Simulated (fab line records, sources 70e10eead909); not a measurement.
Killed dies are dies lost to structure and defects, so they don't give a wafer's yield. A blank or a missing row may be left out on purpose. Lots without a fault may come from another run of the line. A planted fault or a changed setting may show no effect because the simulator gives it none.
fab line records | flow nand_harc | part 2 of 2: steps 5 to 6 of 6
record lots=21 wafers=63 last_day=34
route steps=1302 shown A_STAIRCASE@716
lots that met no fault: from a run of the same line without faults
start_h: hours from the record's first day to the start of the lot's first wafer shown | wait_h: hours since the lot's step before | " the same as in the row above | L1.1+2: a row that stands for several wafers | - no value, or no start given | * or withheld: withheld | < > ~ a bound
route shown NAME@n: a module of which the file shows steps, and the number in the route of the first | usual: mean/standard deviation of fault-free wafers | same: alike in all rows | chamber/n: place in a boat | sites: the reading at each site | _std_site: their standard deviation | _edge_site: outer sites' mean less inner sites' | radius_mm: how far each site lies from the wafer's centre | mask NAME#n: copy n | behind: the tool/chamber that last shaped the wafer | hold: why the lot was held/for how many hours/how that ended | device: the transistor (n, p or np) that didn't switch | end of line: the same wafers' tests at the end of the route | a step without rows: its recipe alone | killed: dies lost to structure and defects at the first sort, not the wafer's yield | map: a wafer's dies, x killed, . not, _ none there
set.NAME: the setting as run; set.NAME@STEP: as run at that earlier step | model.NAME: the simulator's own value behind a step, which no gauge read
steps of the route over a sample of lots; a table a step, a row a wafer
services: from which hour (start_h, from the record's first day; less than 0 if before it) a tool's chamber was out of use, for how many hours, and why
## steps
# step NHARC_A_STAIRCASE_ETCH_234
# recipe target_depth_a=1000 time_s=40.5 ion_energy_ev=400 c4f8_flow_sccm=20 o2_flow_sccm=10 ar_flow_sccm=withheld rf_w=600 bias_w=1000 chemistry=C4F8/O2
# usual oes_product_au=0.951/0.015 rf_vpp_V=897/6.1
# columns lot.wafer tool chamber start_h wait_h oes_product_au rf_hours_counter_h rf_vpp_V
L074.2 rie_diel-12 1 - - 0.967 25 890
L074.1 " 2 " " 0.987 26 892
L074.6 " 0 " " 0.953 - 899
L076.4 rie_diel-13 2 - - 0.966 8 895
L076.3 " 1 " " 0.959 6 906
L076.5 " 2 " " 0.961 - 894
L077.4 rie_diel-03 3 - - 0.950 41 902
L077.2 " 0 " " 0.963 40 892
L077.1 " 2 " " 0.940 40 892
L078.2 rie_diel-03 1 - - 0.936 41 885
L078.5 " 3 " " 0.961 - 902
L078.6 " 0 " " 0.974 - 893
L080.4 rie_diel-13 3 - - 0.948 21 889
L080.2 " 2 " " 0.949 20 896
L080.6 " 3 " " 0.959 - 887
L081.1 rie_diel-13 3 - - 0.943 25 887
L081.5 " 3 " " 0.957 - 888
L081.6 " 0 " " 0.941 - 899
L082.1 rie_diel-03 0 - - 0.980 57 893
L082.4 " 1 " " 0.948 55 886
L082.5 " 0 " " 0.980 - 892
L083.1 rie_diel-03 1 - - 0.933 56 887
L083.3 " 2 " " 0.964 60 890
L083.5 " 0 " " 0.964 - 892
L084.2 rie_diel-13 2 - - 0.940 40 895
L084.6 " 0 " " 0.927 - 900
L084.5 " 1 " " 0.927 - 907
L085.2 rie_diel-03 1 - - 0.937 2 906
L085.3 " 0 " " 0.959 2 891
L085.5 " 2 " " 0.932 - 890
L086.2 rie_diel-03 0 - - 0.972 3 893
L086.4 " 1 " " 0.953 3 904
L086.5 " 3 " " 0.945 - 901
L087.1 rie_diel-03 1 - - 0.960 9 906
L087.2 " 3 " " 0.917 7 901
L087.5 " 0 " " 0.975 - 892
L089.1 rie_diel-13 1 - - 0.923 2 906
L089.6 " 1 " " 0.925 - 904
L089.5 " 2 " " 0.939 - 895
L090.1 rie_diel-03 2 - - 0.937 21 888
L090.3 " 3 " " 0.946 21 900
L090.5 " 1 " " 0.937 - 905
L091.4 rie_diel-13 1 - - 0.949 4 904
L091.6 " 0 " " 0.980 - 899
L091.5 " 1 " " 0.944 - 906
L093.2 rie_diel-13 2 - - 0.937 12 894
L093.5 " 0 " " 0.967 - 899
L093.6 " 1 " " 0.924 - 907
L092.1 rie_diel-12 1 - - 0.922 33 890
L092.3 " 2 " " 0.935 28 892
L092.5 " 0 " " 0.944 - 897
L094.3 rie_diel-12 0 - - 0.940 31 899
L094.2 " 1 " " 0.935 34 889
L094.5 " 3 " " 0.961 - 896
L096.4 rie_diel-03 3 - - 0.951 34 903
L096.1 " 0 " " 0.974 36 891
L096.6 " 3 " " 0.939 - 902
L097.3 rie_diel-13 0 - - 0.955 21 897
L097.4 " 1 " " 0.949 19 904
L097.2 " 3 " " 0.935 23 905
L095.4 rie_diel-13 3 - - 0.945 23 905
L095.1 " 1 " " 0.951 19 904
L095.6 " 0 " " 0.972 - 897
# step NHARC_A_STAIRCASE_STRIP_295
# recipe o2_flow_sccm=500 ar_flow_sccm=0 bias_w=0 chemistry=O2
# usual drypump_motor_current_A=6.0/0.36 mfc_ar_sccm=0.008/0.012 oes_product_au=0.999/0.014 rf_vpp_V=57.8/0.89 showerhead_plenum_p_Torr=3.53/0.16 throttle_valve_pct=17.038/0.0088
# columns lot.wafer tool chamber start_h wait_h drypump_motor_current_A mfc_ar_sccm oes_product_au rf_hours_counter_h rf_vpp_V showerhead_plenum_p_Torr throttle_valve_pct
L074.2 rie_diel-03 0 - - 6.2 0 1.022 34 58.2 3.45 17.041
L074.1 " 1 " " 6.2 0.003 0.982 34 57.9 3.28 17.040
L074.6 " 3 " " 5.9 0 1.007 - 57.0 3.72 17.032
L076.3 rie_diel-13 2 - - 6.5 0 1.017 16 57.7 3.51 17.026
L076.4 " 3 " " 5.6 0 1.018 16 56.5 3.31 17.041
L076.5 " 3 " " 5.6 0 1.023 - 57.4 3.31 17.037
L077.2 rie_diel-12 3 - - 5.7 0.019 1.008 42 57.8 3.57 17.024
L077.1 " 2 " " 5.4 0.034 1.019 44 58.9 3.43 17.038
L077.4 " 0 " " 6.1 0.006 1.014 - 57.4 3.62 17.025
L078.2 rie_diel-13 3 - - 5.6 0 1.007 22 56.4 3.30 17.050
L078.6 " 1 " " 6.5 0 0.986 - 59.7 3.80 17.019
L078.5 " 2 " " 6.5 0 1.009 - 58.2 3.51 17.044
L080.2 rie_diel-13 1 - - 6.5 0 0.981 20 58.1 3.80 17.029
L080.4 " 3 " " 5.6 0 1.000 24 59.0 3.30 17.022
L080.6 " 1 " " 6.5 0 0.986 - 59.4 3.80 17.037
L081.1 rie_diel-12 0 441.07 - 6.0 0.006 1.013 57 57.0 3.61 17.046
L081.5 " 2 " " 5.4 0.034 1.019 - 57.1 3.42 17.043
L081.6 " 3 " " 5.7 0.019 1.013 - 57.8 3.57 17.060
L082.4 rie_diel-13 0 - - 6.3 0.018 0.983 41 58.4 3.60 17.028
L082.1 " 3 " " 5.6 0 1.006 44 58.4 3.29 17.044
L082.5 " 0 " " 6.3 0.018 0.978 - 57.1 3.60 17.027
L083.1 rie_diel-12 2 - - 5.4 0.034 0.994 5 56.2 3.42 17.045
L083.3 " 0 " " 6.1 0.006 1.003 5 55.3 3.61 17.028
L083.5 " 1 " " 5.7 0 0.991 - 56.3 3.36 17.048
L084.2 rie_diel-13 1 - - 6.5 0 0.984 34 57.7 3.79 17.042
L084.5 " 2 " " 6.5 0 0.998 - 57.8 3.50 17.032
L084.6 " 3 " " 5.6 0 0.999 - 57.7 3.29 17.039
L085.3 rie_diel-12 0 - - 6.1 0.006 1.007 12 57.7 3.60 17.028
L085.2 " 2 " " 5.4 0.034 0.989 10 57.5 3.42 17.034
L085.5 " 0 " " 6.0 0.006 1.003 - 57.9 3.60 17.046
L086.2 rie_diel-12 3 - - 5.7 0.019 0.993 11 57.4 3.56 17.048
L086.4 " 0 " " 6.0 0.006 0.995 13 58.9 3.60 17.047
L086.5 " 1 " " 5.7 0 0.983 - 57.0 3.35 17.028
L087.1 rie_diel-13 3 - - 5.5 0 1.009 59 58.0 3.28 17.039
L087.2 " 2 " " 6.5 0 1.002 55 57.5 3.49 17.052
L087.5 " 3 " " 5.6 0 1.003 - 59.0 3.28 17.027
L090.3 rie_diel-03 2 - - 6.0 0 0.991 28 57.6 3.35 17.042
L090.1 " 1 " " 6.2 0.003 0.991 24 56.9 3.79 17.051
L090.5 " 3 " " 5.9 0 0.986 - 58.9 3.68 17.036
L089.1 rie_diel-12 1 - - 5.7 0 0.993 31 58.7 3.35 17.038
L089.5 " 1 " " 5.7 0 0.987 - 57.9 3.35 17.048
L089.6 " 2 " " 5.4 0.034 0.987 - 57.5 3.41 17.030
L091.4 rie_diel-12 2 - - 5.4 0.034 0.987 28 57.8 3.41 17.035
L091.6 " 3 " " 5.7 0.019 1.010 - 59.0 3.55 17.036
L091.5 " 0 " " 6.1 0.006 1.004 - 56.8 3.59 17.028
L093.2 rie_diel-13 0 - - 6.3 0.018 1.024 15 59.2 3.58 17.042
L093.5 " 3 " " 5.6 0 0.993 - 57.5 3.80 17.037
L093.6 " 0 " " 6.3 0.018 1.017 - 57.5 3.58 17.034
L092.1 rie_diel-13 3 - - 5.6 0 0.987 19 58.0 3.80 17.033
L092.3 " 0 " " 6.3 0.018 1.021 17 59.3 3.58 17.051
L092.5 " 0 " " 6.3 0.018 1.029 - 58.5 3.58 17.019
L094.3 rie_diel-12 2 - - 5.4 0.034 0.981 36 57.2 3.40 17.038
L094.2 " 3 " " 5.7 0.019 0.994 40 58.9 3.55 17.032
L094.5 " 1 " " 5.7 0 0.970 - 57.5 3.34 17.036
L096.4 rie_diel-12 1 - - 5.7 0 0.979 43 57.6 3.34 17.043
L096.1 " 3 " " 5.7 0.019 0.988 44 57.0 3.54 17.045
L096.6 " 1 " " 5.7 0 0.976 - 58.2 3.34 17.031
L097.4 rie_diel-13 2 - - 6.5 0 1.003 23 57.2 3.48 17.023
L097.2 " 3 " " 5.6 0 0.994 26 59.3 3.79 17.036
L097.3 " 0 " " 6.3 0.018 1.027 24 58.1 3.58 17.032
L095.4 rie_diel-03 1 - - 6.2 0.003 1.002 43 58.1 3.78 17.028
L095.1 " 2 " " 6.0 0 0.982 51 57.6 3.34 17.018
L095.6 " 2 " " 6.0 0 0.980 - 57.2 3.34 17.035
## services
# columns tool chamber start_h hours kind
rie_diel-03 0 340.97 - clean
rie_diel-03 1 340.97 - clean
rie_diel-03 2 340.97 - clean
rie_diel-03 3 340.97 - clean
rie_diel-13 - 342.05 9.0 pm
rie_diel-03 0 365.47 - clean
rie_diel-03 1 365.47 - clean
rie_diel-03 2 365.47 - clean
rie_diel-03 3 365.47 - clean
rie_diel-03 0 390.12 - clean
rie_diel-03 1 390.12 - clean
rie_diel-03 2 390.12 - clean
rie_diel-03 3 390.12 - clean
rie_diel-12 3 391.16 15.7 repair
rie_diel-12 1 393.31 17.1 repair
rie_diel-03 0 407.54 3.3 repair
rie_diel-03 0 415.28 - clean
rie_diel-03 1 415.28 - clean
rie_diel-13 1 436.55 14.8 repair
rie_diel-03 - 460.50 9.0 pm
rie_diel-13 1 511.94 4.5 repair
rie_diel-13 - 519.68 9.0 pm
rie_diel-12 0 537.58 4.4 repair
rie_diel-03 3 568.58 8.0 repair
